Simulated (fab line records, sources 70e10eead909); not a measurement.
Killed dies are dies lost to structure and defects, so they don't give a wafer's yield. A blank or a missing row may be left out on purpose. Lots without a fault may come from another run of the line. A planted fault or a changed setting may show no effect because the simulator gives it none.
fab line records | flow nand_harc
record lots=24 wafers=72 last_day=33
route steps=1302 shown A_STAIRCASE@669
lots that met no fault: from a run of the same line without faults
start_h: hours from the record's first day to the start of the lot's first wafer shown | wait_h: hours since the lot's step before | " the same as in the row above | L1.1+2: a row that stands for several wafers | - no value, or no start given | * or withheld: withheld | < > ~ a bound
route shown NAME@n: a module of which the file shows steps, and the number in the route of the first | usual: mean/standard deviation of fault-free wafers | same: alike in all rows | chamber/n: place in a boat | sites: the reading at each site | _std_site: their standard deviation | _edge_site: outer sites' mean less inner sites' | radius_mm: how far each site lies from the wafer's centre | mask NAME#n: copy n | behind: the tool/chamber that last shaped the wafer | hold: why the lot was held/for how many hours/how that ended | device: the transistor (n, p or np) that didn't switch | end of line: the same wafers' tests at the end of the route | a step without rows: its recipe alone | killed: dies lost to structure and defects at the first sort, not the wafer's yield | map: a wafer's dies, x killed, . not, _ none there
set.NAME: the setting as run; set.NAME@STEP: as run at that earlier step | model.NAME: the simulator's own value behind a step, which no gauge read
steps of the route over a sample of lots; a table a step, a row a wafer
services: from which hour (start_h, from the record's first day; less than 0 if before it) a tool's chamber was out of use, for how many hours, and why
## steps
# step NHARC_A_STAIRCASE_ETCH_13
# recipe target_depth_a=1000 time_s=40.5 ion_energy_ev=400 c4f8_flow_sccm=20 o2_flow_sccm=10 ar_flow_sccm=withheld rf_w=600 bias_w=1000 chemistry=C4F8/O2
# usual oes_product_au=0.944/0.014 rf_vpp_V=897/5.5
# columns lot.wafer tool chamber start_h wait_h oes_product_au rf_hours_counter_h rf_vpp_V
L074.4 rie_diel-09 0 - - 0.973 11 903
L074.3 " 1 " " 0.951 11 891
L074.5 " 0 " " 0.974 - 906
L075.4 rie_diel-03 3 - - 0.947 18 893
L075.1 " 0 " " 0.949 17 891
L075.5 " 2 " " 0.952 - 899
L076.3 rie_diel-06 1 - - 0.930 29 892
L076.1 " 0 " " 0.939 28 906
L076.4 " 0 " " 0.936 - 905
L078.1 rie_diel-06 1 - - 0.942 31 894
L078.4 " 2 " " 0.929 28 907
L078.6 " 1 " " 0.937 - 893
L077.2 rie_diel-09 2 - - 0.958 20 891
L077.4 " 1 " " 0.948 20 891
L077.6 " 2 " " 0.960 - 892
L079.2 rie_diel-03 3 - - 0.943 26 891
L079.1 " 2 " " 0.951 28 896
L079.6 " 3 " " 0.934 - 893
L080.1 rie_diel-06 3 - - 0.956 36 906
L080.3 " 0 " " 0.939 37 903
L080.2 " 1 " " 0.933 38 892
L081.1 rie_diel-03 0 - - 0.951 40 890
L081.3 " 2 " " 0.944 35 897
L081.5 " 0 " " 0.947 - 890
L082.3 rie_diel-09 2 - - 0.961 37 891
L082.1 " 3 " " 0.962 34 896
L082.4 " 0 " " 0.968 32 905
L083.2 rie_diel-09 2 - - 0.939 40 891
L083.5 " 1 " " 0.957 - 890
L083.4 " 2 " " 0.941 - 890
L085.2 rie_diel-06 3 - - 0.951 53 905
L085.3 " 0 " " 0.944 55 902
L085.6 " 2 " " 0.936 - 905
L084.4 rie_diel-03 0 - - 0.951 48 891
L084.3 " 1 " " 0.952 47 898
L084.1 " 2 " " 0.959 43 899
L086.1 rie_diel-09 3 - - 0.950 52 897
L086.4 " 0 " " 0.970 44 906
L086.6 " 0 " " 0.970 - 905
L089.1 rie_diel-06 0 - - 0.942 4 903
L089.2 " 2 " " 0.941 2 904
L089.6 " 0 " " 0.942 - 903
L087.1 rie_diel-03 1 - - 0.942 9 900
L087.3 " 2 " " 0.931 13 900
L087.4 " 1 " " 0.934 - 897
L088.4 rie_diel-03 2 - - 0.934 15 897
L088.3 " 0 " " 0.920 11 890
L088.6 " 2 " " 0.925 - 898
L090.4 rie_diel-09 3 - - 0.956 1 895
L090.3 " 1 " " 0.930 1 890
L090.5 " 0 " " 0.943 - 904
L091.2 rie_diel-03 3 - - 0.915 23 890
L091.1 " 0 " " 0.940 20 890
L091.6 " 2 " " 0.935 - 898
L092.2 rie_diel-09 3 - - 0.940 6 896
L092.1 " 1 " " 0.956 6 889
L092.6 " 2 " " 0.961 - 888
L093.1 rie_diel-09 2 - - 0.927 8 891
L093.6 " 0 " " 0.940 - 903
L093.5 " 1 " " 0.930 - 890
L094.1 rie_diel-06 2 - - 0.922 22 904
L094.4 " 3 " " 0.930 20 904
L094.6 " 1 " " 0.980 - 891
L096.4 rie_diel-03 1 - - 0.946 28 899
L096.1 " 2 " " 0.947 34 899
L096.2 " 0 " " 0.926 29 891
L095.1 rie_diel-03 1 - - 0.937 29 897
L095.3 " 2 " " 0.939 34 899
L095.5 " 1 " " 0.939 - 898
L097.1 rie_diel-03 1 - - 0.954 35 898
L097.4 " 2 " " 0.954 43 899
L097.6 " 1 " " 0.955 - 899
# step NHARC_A_STAIRCASE_ETCH_17
# recipe target_depth_a=1000 time_s=40.5 ion_energy_ev=400 c4f8_flow_sccm=20 o2_flow_sccm=10 ar_flow_sccm=withheld rf_w=600 bias_w=1000 chemistry=C4F8/O2
# usual oes_product_au=0.947/0.016 rf_vpp_V=897/5.8
# columns lot.wafer tool chamber start_h wait_h oes_product_au rf_hours_counter_h rf_vpp_V
L074.3 rie_diel-09 2 - - 0.935 12 891
L074.4 " 3 " " 0.940 11 897
L074.5 " 0 " " 0.965 - 905
L075.1 rie_diel-03 3 - - 0.928 18 892
L075.4 " 2 " " 0.951 18 898
L075.5 " 3 " " 0.941 - 892
L076.3 rie_diel-06 0 - - 0.942 28 904
L076.4 " 2 " " 0.949 26 906
L076.1 " 3 " " 0.943 25 906
L078.1 rie_diel-06 2 - - 0.921 28 905
L078.4 " 0 " " 0.934 30 904
L078.6 " 2 " " 0.931 - 905
L077.2 rie_diel-09 2 - - 0.952 20 889
L077.4 " 3 " " 0.955 18 898
L077.6 " 3 " " 0.953 - 896
L079.1 rie_diel-03 3 - - 0.941 26 892
L079.2 " 1 " " 0.950 31 897
L079.6 " 3 " " 0.927 - 892
L080.2 rie_diel-06 1 - - 0.925 38 893
L080.1 " 2 " " 0.943 36 905
L080.3 " 3 " " 0.960 36 906
L081.1 rie_diel-03 0 - - 0.944 40 890
L081.3 " 2 " " 0.950 35 898
L081.5 " 0 " " 0.946 - 891
L082.4 rie_diel-09 1 - - 0.958 39 890
L082.1 " 2 " " 0.967 38 891
L082.3 " 0 " " 0.951 32 904
L085.2 rie_diel-06 3 - - 0.952 53 906
L085.3 " 0 " " 0.947 55 905
L085.6 " 2 " " 0.949 - 905
L084.1 rie_diel-06 3 459.17 - 1.001 53 905
L084.3 " 0 " " 1.012 56 904
L084.4 " 3 " " 1.005 - 906
L083.4 rie_diel-09 2 - - 0.943 44 889
L083.2 " 0 " " 0.977 35 904
L083.5 " 2 " " 0.943 - 890
L086.1 rie_diel-09 2 - - 0.948 56 890
L086.4 " 0 " " 0.942 44 903
L086.6 " 2 " " 0.943 - 892
L089.2 rie_diel-06 3 - - 0.940 4 906
L089.1 " 1 " " 0.960 3 892
L089.6 " 3 " " 0.955 - 905
L087.3 rie_diel-03 0 - - 0.918 9 892
L087.1 " 1 " " 0.942 10 899
L087.4 " 1 " " 0.946 - 899
L088.4 rie_diel-03 2 - - 0.936 16 898
L088.3 " 0 " " 0.928 12 891
L088.6 " 1 " " 0.945 - 897
L090.4 rie_diel-09 2 - - 0.950 2 890
L090.3 " 1 " " 0.930 2 889
L090.5 " 2 " " 0.936 - 892
L091.1 rie_diel-03 0 - - 0.933 20 888
L091.2 " 1 " " 0.971 18 898
L091.6 " 3 " " 0.939 - 892
L092.2 rie_diel-09 3 - - 0.946 7 895
L092.1 " 1 " " 0.953 6 890
L092.6 " 3 " " 0.959 - 895
L093.1 rie_diel-09 0 - - 0.948 9 903
L093.6 " 3 " " 0.939 - 896
L093.5 " 0 " " 0.960 - 903
L094.4 rie_diel-06 0 - - 0.936 27 903
L094.1 " 3 " " 0.941 20 903
L094.6 " 0 " " 0.942 - 904
L096.4 rie_diel-03 2 - - 0.929 34 898
L096.1 " 3 " " 0.921 35 892
L096.2 " 0 " " 0.941 30 890
L095.1 rie_diel-03 1 - - 0.948 29 898
L095.3 " 2 " " 0.944 35 898
L095.5 " 3 " " 0.941 - 891
L097.1 rie_diel-03 3 - - 0.943 43 892
L097.4 " 0 " " 0.939 36 890
L097.6 " 3 " " 0.950 - 891
# step NHARC_A_STAIRCASE_ETCH_190
# recipe target_depth_a=1000 time_s=40.5 ion_energy_ev=400 c4f8_flow_sccm=20 o2_flow_sccm=10 ar_flow_sccm=withheld rf_w=600 bias_w=1000 chemistry=C4F8/O2
# usual oes_product_au=0.940/0.013 rf_vpp_V=896/5.4
# columns lot.wafer tool chamber start_h wait_h oes_product_au rf_hours_counter_h rf_vpp_V
L074.3 rie_diel-09 1 - - 0.956 12 890
L074.4 " 2 " " 0.943 13 890
L074.5 " 1 " " 0.956 - 890
L075.1 rie_diel-06 0 - - 0.943 26 905
L075.4 " 3 " " 0.942 23 905
L075.5 " 1 " " 0.940 - 892
L076.3 rie_diel-09 0 - - 0.968 16 905
L076.1 " 1 " " 0.936 18 891
L076.4 " 3 " " 0.975 16 897
L078.4 rie_diel-09 2 - - 0.937 23 892
L078.1 " 0 " " 0.941 24 905
L078.6 " 2 " " 0.931 - 892
L077.2 rie_diel-03 1 - - 0.941 33 899
L077.4 " 2 " " 0.941 31 899
L077.6 " 1 " " 0.935 - 898
L079.1 rie_diel-06 1 - - 0.937 35 893
L079.2 " 2 " " 0.944 34 905
L079.6 " 2 " " 0.952 - 905
L080.3 rie_diel-03 0 - - 0.944 38 890
L080.1 " 1 " " 0.947 38 898
L080.2 " 2 " " 0.941 34 899
L081.3 rie_diel-03 1 - - 0.935 39 897
L081.1 " 2 " " 0.952 36 898
L081.5 " 1 " " 0.936 - 900
L082.1 rie_diel-03 3 - - 0.917 38 891
L082.4 " 0 " " 0.936 43 889
L082.3 " 1 " " 0.928 42 899
L085.3 rie_diel-06 2 - - 0.939 56 905
L085.2 " 3 " " 0.945 55 905
L085.6 " 2 " " 0.945 - 904
L084.4 rie_diel-09 2 - - 0.935 45 890
L084.3 " 3 " " 0.948 42 896
L084.1 " 1 " " 0.936 47 890
L083.4 rie_diel-09 2 - - 0.944 46 890
L083.2 " 0 " " 0.959 37 903
L083.5 " 2 " " 0.938 - 891
L086.4 rie_diel-09 1 - - 0.942 58 892
L086.1 " 0 " " 0.957 48 903
L086.6 " 2 " " 0.935 - 891
L089.1 rie_diel-03 2 - - 0.930 14 897
L089.2 " 0 " " 0.919 10 892
L089.6 " 2 " " 0.945 - 897
L087.3 rie_diel-03 0 - - 0.917 11 892
L087.4 " 1 " " 0.961 11 898
L087.1 " 2 " " 0.944 15 899
L088.3 rie_diel-03 1 - - 0.954 13 899
L088.4 " 2 " " 0.957 17 898
L088.6 " 3 " " 0.943 - 891
L090.3 rie_diel-03 3 - - 0.932 21 891
L090.4 " 1 " " 0.951 16 898
L090.5 " 3 " " 0.937 - 891
L091.1 rie_diel-03 1 - - 0.956 19 899
L091.2 " 2 " " 0.940 23 898
L091.6 " 1 " " 0.962 - 897
L092.1 rie_diel-06 1 - - 0.960 13 892
L092.2 " 3 " " 0.936 10 904
L092.6 " 0 " " 0.935 - 904
L093.1 rie_diel-03 0 - - 0.903 25 891
L093.6 " 0 " " 0.914 - 891
L093.5 " 1 " " 0.931 - 898
L096.2 rie_diel-09 0 - - 0.945 20 902
L096.4 " 1 " " 0.942 17 889
L096.1 " 2 " " 0.971 20 891
L095.3 rie_diel-09 2 - - 0.954 20 890
L095.1 " 3 " " 0.931 24 897
L095.5 " 1 " " 0.939 - 888
L094.1 rie_diel-03 2 - - 0.940 36 899
L094.4 " 0 " " 0.935 31 888
L094.6 " 2 " " 0.941 - 897
L097.4 rie_diel-03 3 - - 0.914 44 891
L097.1 " 1 " " 0.956 37 898
L097.6 " 0 " " 0.937 - 889
# step NHARC_A_STAIRCASE_TRIM_202
# recipe time_s=211.2 o2_flow_sccm=500 ar_flow_sccm=0 bias_w=0 chemistry=O2
# usual drypump_motor_current_A=5.6/0.37 oes_product_au=1.001/0.011 rf_vpp_V=57.8/0.87 showerhead_plenum_p_Torr=3.55/0.16 throttle_valve_pct=17.038/0.0084
# columns lot.wafer tool chamber start_h wait_h drypump_motor_current_A oes_product_au rf_hours_counter_h rf_vpp_V showerhead_plenum_p_Torr throttle_valve_pct
L074.3 rie_diel-03 0 - - 6.2 0.998 19 57.1 3.40 17.034
L074.4 " 1 " " 5.6 1.012 19 57.1 3.60 17.037
L074.5 " 2 " " 6.0 1.014 - 57.4 3.60 17.032
L075.1 rie_diel-09 3 - - 4.9 0.996 12 57.0 3.55 17.036
L075.4 " 0 " " 5.8 1.025 12 59.2 3.77 17.033
L075.5 " 1 " " 5.5 1.001 - 58.1 3.38 17.040
L076.4 rie_diel-06 1 - - 4.9 1.002 30 58.4 3.44 17.042
L076.1 " 2 " " 5.7 1.003 27 59.1 3.79 17.029
L076.3 " 3 " " 5.4 0.993 27 59.9 3.79 17.043
L077.4 rie_diel-06 3 - - 5.4 0.995 33 57.5 3.79 17.029
L077.2 " 0 " " 5.4 0.991 34 59.5 3.76 17.040
L077.6 " 3 " " 5.4 1.007 - 58.9 3.79 17.039
L078.4 rie_diel-03 2 - - 6.1 1.009 32 58.1 3.60 17.044
L078.1 " 3 " " 5.9 0.987 32 57.6 3.41 17.026
L078.6 " 2 " " 6.0 1.009 - 58.0 3.60 17.033
L079.1 rie_diel-09 2 - - 5.6 1.015 26 56.9 3.40 17.042
L079.2 " 3 " " 4.9 1.003 24 57.5 3.54 17.041
L079.6 " 3 " " 4.9 0.993 - 58.5 3.54 17.040
L080.3 rie_diel-03 1 - - 5.6 1.010 38 58.0 3.59 17.029
L080.2 " 2 " " 6.1 1.017 35 57.4 3.60 17.046
L080.1 " 0 " " 6.1 0.993 39 56.8 3.39 17.049
L081.1 rie_diel-03 1 - - 5.6 1.008 40 57.3 3.59 17.025
L081.3 " 3 " " 5.8 0.988 36 57.5 3.41 17.032
L081.5 " 1 " " 5.7 1.005 - 59.7 3.59 17.031
L082.1 rie_diel-09 1 - - 5.5 1.020 40 58.0 3.37 17.044
L082.3 " 2 " " 5.6 1.002 39 57.6 3.39 17.050
L082.4 " 0 " " 5.8 1.013 34 58.6 3.76 17.058
L085.3 rie_diel-09 3 - - 4.9 1.012 42 58.3 3.53 17.038
L085.2 " 0 " " 5.8 1.008 36 57.9 3.76 17.036
L085.6 " 0 " " 5.8 1.006 - 57.8 3.76 17.042
L084.4 rie_diel-09 0 - - 5.8 1.008 37 58.2 3.76 17.038
L084.1 " 2 " " 5.6 0.996 46 56.9 3.39 17.027
L084.3 " 3 " " 4.9 1.007 43 58.3 3.53 17.056
L083.2 rie_diel-06 3 - - 5.4 0.995 57 57.5 3.78 17.032
L083.4 " 0 " " 5.4 1.016 60 56.9 3.74 17.044
L083.5 " 3 " " 5.4 1.003 - 58.0 3.78 17.037
L086.1 rie_diel-03 2 - - 6.0 0.996 11 58.1 3.58 17.040
L086.4 " 3 " " 5.9 0.984 - 56.5 3.40 17.041
L086.6 " 2 " " 6.1 0.999 - 58.1 3.58 17.043
L089.1 rie_diel-06 0 - - 5.4 0.994 7 58.3 3.73 17.018
L089.2 " 1 " " 4.8 1.009 5 57.3 3.42 17.026
L089.6 " 1 " " 4.8 1.015 - 57.2 3.42 17.052
L087.4 rie_diel-03 2 - - 6.1 0.985 16 56.9 3.58 17.039
L087.3 " 0 " " 6.1 0.974 12 57.3 3.38 17.040
L087.1 " 1 " " 5.6 0.993 11 57.3 3.58 17.044
L088.3 rie_diel-09 1 - - 5.5 0.988 1 56.5 3.36 17.034
L088.4 " 2 " " 5.6 1.007 1 56.3 3.38 17.039
L088.6 " 1 " " 5.5 0.996 - 57.3 3.36 17.051
L090.3 rie_diel-03 0 - - 6.2 0.997 18 56.0 3.38 17.036
L090.4 " 3 " " 5.9 0.995 22 57.5 3.40 17.028
L090.5 " 1 " " 5.6 1.026 - 58.5 3.58 17.030
L091.1 rie_diel-09 0 - - 5.8 1.007 8 59.5 3.74 17.049
L091.2 " 1 " " 5.5 1.004 8 56.8 3.35 17.034
L091.6 " 2 " " 5.6 1.006 - 56.5 3.37 17.035
L092.2 rie_diel-09 1 - - 5.5 0.998 8 56.7 3.35 17.034
L092.1 " 3 " " 4.9 1.012 9 58.3 3.52 17.032
L092.6 " 2 " " 5.5 1.009 - 56.9 3.37 17.042
L093.1 rie_diel-09 2 - - 5.6 1.012 15 57.0 3.37 17.031
L093.5 " 0 " " 5.8 1.018 - 58.6 3.74 17.036
L093.6 " 1 " " 5.5 1.006 - 56.2 3.35 17.049
L095.3 rie_diel-09 3 - - 4.9 0.991 24 56.9 3.51 17.024
L095.1 " 1 " " 5.5 0.993 18 56.1 3.35 17.025
L095.5 " 2 " " 5.6 1.006 - 57.6 3.37 17.050
L096.4 rie_diel-06 3 - - 5.4 0.978 25 58.3 3.76 17.044
L096.1 " 1 " " 4.9 1.020 27 58.6 3.41 17.033
L096.2 " 2 " " 5.7 0.979 25 58.5 3.76 17.012
L094.4 rie_diel-06 1 - - 4.8 1.023 27 56.6 3.41 17.027
L094.1 " 2 " " 5.7 0.975 25 57.9 3.76 17.023
L094.6 " 1 " " 4.8 1.018 - 58.7 3.41 17.048
L097.1 rie_diel-03 3 - - 5.8 0.998 45 57.4 3.38 17.048
L097.4 " 0 " " 6.1 0.996 38 58.1 3.37 17.036
L097.6 " 1 " " 5.6 1.001 - 58.2 3.57 17.039
# step NHARC_A_STAIRCASE_TRIM_224
# recipe time_s=211.2 o2_flow_sccm=500 ar_flow_sccm=0 bias_w=0 chemistry=O2
# usual drypump_motor_current_A=5.5/0.39 oes_product_au=1.002/0.01 rf_vpp_V=57.9/0.79 showerhead_plenum_p_Torr=3.55/0.16 throttle_valve_pct=17.037/0.0095
# columns lot.wafer tool chamber start_h wait_h drypump_motor_current_A oes_product_au rf_hours_counter_h rf_vpp_V showerhead_plenum_p_Torr throttle_valve_pct
L074.3 rie_diel-09 3 - - 4.9 1.000 13 59.0 3.55 17.039
L074.4 " 1 " " 5.5 0.999 13 57.2 3.38 17.014
L074.5 " 3 " " 4.9 1.006 - 58.0 3.55 17.052
L075.1 rie_diel-06 3 - - 5.4 1.004 24 59.4 3.79 17.035
L075.4 " 1 " " 4.9 1.003 27 59.0 3.44 17.041
L075.5 " 3 " " 5.4 1.001 - 58.6 3.79 17.043
L076.1 rie_diel-03 3 - - 5.9 0.993 24 58.7 3.42 17.039
L076.4 " 0 " " 6.1 0.997 28 57.1 3.40 17.051
L076.3 " 1 " " 5.6 1.005 29 57.1 3.60 17.031
L077.2 rie_diel-03 2 - - 6.0 1.005 32 58.5 3.60 17.033
L077.4 " 3 " " 5.8 0.993 32 57.3 3.41 17.047
L077.6 " 2 " " 6.0 1.012 - 58.8 3.60 17.034
L078.4 rie_diel-06 1 - - 4.9 0.996 37 56.6 3.44 17.035
L078.1 " 0 " " 5.4 0.993 36 58.0 3.76 17.044
L078.6 " 2 " " 5.7 0.992 - 59.0 3.79 17.028
L079.1 rie_diel-09 2 - - 5.6 1.005 27 59.1 3.40 17.027
L079.2 " 3 " " 4.9 1.006 25 56.8 3.54 17.031
L079.6 " 1 " " 5.5 1.011 - 58.0 3.37 17.037
L080.1 rie_diel-06 2 - - 5.7 0.999 43 57.3 3.78 17.046
L080.2 " 3 " " 5.4 1.001 41 58.9 3.78 17.036
L080.3 " 0 " " 5.5 1.004 40 57.3 3.75 17.026
L081.3 rie_diel-03 0 - - 6.2 0.999 41 58.0 3.39 17.045
L081.1 " 2 " " 6.1 1.002 37 58.2 3.59 17.040
L081.5 " 1 " " 5.6 1.009 - 57.9 3.59 17.037
L082.1 rie_diel-03 1 - - 5.6 1.010 43 57.7 3.59 17.035
L082.3 " 3 " " 5.9 0.987 40 57.8 3.41 17.037
L082.4 " 0 " " 6.2 1.003 44 57.4 3.39 17.050
L085.2 rie_diel-09 1 - - 5.5 1.013 48 58.4 3.36 17.037
L085.3 " 2 " " 5.6 1.014 46 57.9 3.39 17.043
L085.6 " 3 " " 4.9 1.011 - 57.5 3.53 17.045
L084.4 rie_diel-06 1 - - 4.9 0.998 55 57.2 3.43 17.048
L084.1 " 2 " " 5.7 0.995 58 58.5 3.77 17.047
L084.3 " 3 " " 5.4 0.999 57 59.3 3.78 17.045
L083.4 rie_diel-09 0 - - 5.8 1.016 41 59.0 3.75 17.019
L083.2 " 1 " " 5.5 1.006 51 57.8 3.36 17.038
L083.5 " 0 " " 5.8 1.012 - 56.8 3.75 17.035
L086.1 rie_diel-03 2 - - 6.1 1.007 12 58.5 3.58 17.043
L086.4 " 2 " " 6.1 0.996 - 58.5 3.58 17.029
L086.6 " 2 " " 6.1 0.998 - 59.1 3.58 17.037
L089.2 rie_diel-03 1 - - 5.6 1.004 12 59.2 3.58 17.046
L089.1 " 0 " " 6.1 0.992 12 58.1 3.38 17.035
L089.6 " 1 " " 5.6 1.010 - 58.4 3.58 17.033
L087.4 rie_diel-03 3 - - 5.9 0.990 16 56.5 3.40 17.049
L087.1 " 0 " " 6.1 0.986 13 55.7 3.38 17.037
L087.3 " 1 " " 5.7 1.010 13 57.2 3.58 17.013
L088.4 rie_diel-09 1 - - 5.5 0.983 1 57.4 3.36 17.039
L088.3 " 2 " " 5.6 1.017 1 56.9 3.38 17.046
L088.6 " 0 " " 5.8 1.003 - 57.5 3.75 17.040
L090.4 rie_diel-06 1 - - 4.9 1.020 12 57.7 3.42 17.032
L090.3 " 2 " " 5.7 0.996 10 58.5 3.76 17.050
L090.5 " 3 " " 5.4 0.990 - 58.4 3.77 17.043
L091.2 rie_diel-06 3 - - 5.4 0.996 13 58.3 3.76 17.054
L091.1 " 0 " " 5.4 0.993 18 58.1 3.73 17.036
L091.6 " 2 " " 5.7 1.003 - 57.7 3.76 17.034
L092.1 rie_diel-09 1 - - 5.5 0.996 9 58.0 3.35 17.035
L092.2 " 2 " " 5.6 1.018 9 56.8 3.37 17.059
L092.6 " 0 " " 5.8 1.015 - 58.0 3.74 17.043
L093.1 rie_diel-06 3 - - 5.4 0.996 17 57.1 3.76 17.044
L093.5 " 0 " " 5.5 0.982 - 57.5 3.73 17.040
L093.6 " 1 " " 4.8 1.021 - 57.5 3.41 17.026
L095.1 rie_diel-09 3 - - 4.9 1.003 25 58.6 3.51 17.042
L095.3 " 0 " " 5.8 1.010 22 59.2 3.74 17.045
L095.5 " 2 " " 5.6 1.020 - 56.9 3.37 17.018
L096.1 rie_diel-06 1 - - 4.9 1.027 27 57.7 3.41 17.039
L096.4 " 3 " " 5.4 0.988 25 59.2 3.76 17.042
L096.2 " 0 " " 5.4 0.994 32 58.9 3.72 17.037
L094.1 rie_diel-09 2 - - 5.6 1.015 22 57.4 3.37 17.030
L094.4 " 1 " " 5.5 0.995 19 56.6 3.35 17.016
L094.6 " 3 " " 4.8 0.999 - 58.2 3.51 17.056
L097.4 rie_diel-09 3 - - 4.9 1.012 31 57.8 3.51 17.031
L097.1 " 0 " " 5.8 1.010 29 58.0 3.73 17.033
L097.6 " 2 " " 5.5 1.015 - 58.9 3.36 17.042
# step NHARC_A_STAIRCASE_ETCH_227
# recipe target_depth_a=1000 time_s=40.5 ion_energy_ev=400 c4f8_flow_sccm=20 o2_flow_sccm=10 ar_flow_sccm=withheld rf_w=600 bias_w=1000 chemistry=C4F8/O2
# usual oes_product_au=0.943/0.012 rf_vpp_V=897/6
# columns lot.wafer tool chamber start_h wait_h oes_product_au rf_hours_counter_h rf_vpp_V
L074.4 rie_diel-09 2 - - 0.936 14 892
L074.3 " 0 " " 0.977 13 904
L074.5 " 1 " " 0.944 - 890
L075.4 rie_diel-06 3 - - 0.956 24 906
L075.1 " 2 " " 0.944 25 906
L075.5 " 3 " " 0.957 - 906
L076.4 rie_diel-03 3 - - 0.947 24 893
L076.3 " 0 " " 0.943 28 891
L076.1 " 2 " " 0.954 26 900
L077.4 rie_diel-03 2 - - 0.945 32 898
L077.2 " 0 " " 0.949 35 890
L077.6 " 2 " " 0.943 - 898
L078.1 rie_diel-06 0 - - 0.955 36 904
L078.4 " 1 " " 0.926 37 893
L078.6 " 0 " " 0.953 - 904
L079.2 rie_diel-09 1 - - 0.954 29 891
L079.1 " 2 " " 0.955 27 891
L079.6 " 3 " " 0.952 - 897
L080.3 rie_diel-06 2 - - 0.944 43 904
L080.1 " 0 " " 0.948 41 905
L080.2 " 1 " " 0.941 42 892
L081.1 rie_diel-03 0 - - 0.939 41 891
L081.3 " 2 " " 0.952 37 899
L081.5 " 1 " " 0.932 - 898
L082.3 rie_diel-03 2 - - 0.939 41 898
L082.4 " 3 " " 0.924 40 893
L082.1 " 0 " " 0.930 44 891
L085.2 rie_diel-09 3 - - 0.939 44 896
L085.3 " 0 " " 0.938 38 904
L085.6 " 2 " " 0.943 - 892
L084.3 rie_diel-06 0 - - 0.926 60 904
L084.1 " 2 " " 0.920 58 906
L084.4 " 3 " " 0.937 57 904
L083.4 rie_diel-09 0 - - 0.944 41 903
L083.2 " 1 " " 0.954 52 889
L083.5 " 2 " " 0.953 - 890
L086.1 rie_diel-03 2 - - 0.935 12 897
L086.4 " 2 " " 0.927 - 897
L086.6 " 2 " " 0.947 - 899
L089.2 rie_diel-03 3 - - 0.933 16 893
L089.1 " 2 " " 0.924 17 898
L089.6 " 0 " " 0.932 - 891
L087.3 rie_diel-03 0 - - 0.938 13 890
L087.4 " 2 " " 0.930 17 898
L087.1 " 3 " " 0.930 17 891
L088.3 rie_diel-09 1 - - 0.932 2 889
L088.4 " 2 " " 0.938 1 891
L088.6 " 2 " " 0.945 - 891
L090.4 rie_diel-06 3 - - 0.939 8 905
L090.3 " 1 " " 0.973 12 891
L090.5 " 0 " " 0.931 - 903
L091.2 rie_diel-06 2 - - 0.925 15 904
L091.1 " 0 " " 0.926 18 903
L091.6 " 2 " " 0.932 - 906
L092.2 rie_diel-09 3 - - 0.942 10 898
L092.1 " 1 " " 0.931 9 889
L092.6 " 0 " " 0.946 - 904
L093.1 rie_diel-06 3 - - 0.933 17 904
L093.6 " 0 " " 0.937 - 903
L093.5 " 1 " " 0.952 - 892
L095.3 rie_diel-09 2 - - 0.949 21 890
L095.1 " 3 " " 0.947 25 894
L095.5 " 1 " " 0.946 - 890
L096.1 rie_diel-06 0 - - 0.932 32 902
L096.2 " 1 " " 0.960 28 891
L096.4 " 3 " " 0.925 26 904
L094.4 rie_diel-09 0 - - 0.945 23 905
L094.1 " 2 " " 0.961 22 890
L094.6 " 1 " " 0.939 - 890
L097.1 rie_diel-09 1 - - 0.927 27 889
L097.4 " 3 " " 0.944 31 896
L097.6 " 0 " " 0.957 - 904
## services
# columns tool chamber start_h hours kind
rie_diel-03 0 340.15 - clean
rie_diel-03 1 340.15 - clean
rie_diel-03 2 340.15 - clean
rie_diel-03 3 340.15 - clean
rie_diel-03 - 351.69 1.7 repair
rie_diel-03 3 364.10 3.4 repair
rie_diel-03 0 364.75 - clean
rie_diel-03 1 364.75 - clean
rie_diel-03 2 364.75 - clean
rie_diel-06 2 377.73 5.2 repair
rie_diel-03 0 389.25 - clean
rie_diel-03 1 389.25 - clean
rie_diel-03 2 389.25 - clean
rie_diel-03 3 389.25 - clean
rie_diel-09 0 406.89 7.1 repair
rie_diel-03 0 413.77 - clean
rie_diel-03 1 413.77 - clean
rie_diel-06 1 445.42 16.8 repair
rie_diel-03 - 459.15 9.0 pm
rie_diel-06 - 472.81 0.5 repair
rie_diel-06 - 484.44 9.0 pm
rie_diel-03 0 491.44 8.7 repair
rie_diel-09 - 499.72 9.0 pm
rie_diel-06 3 508.98 12.6 repair
## key
fault none
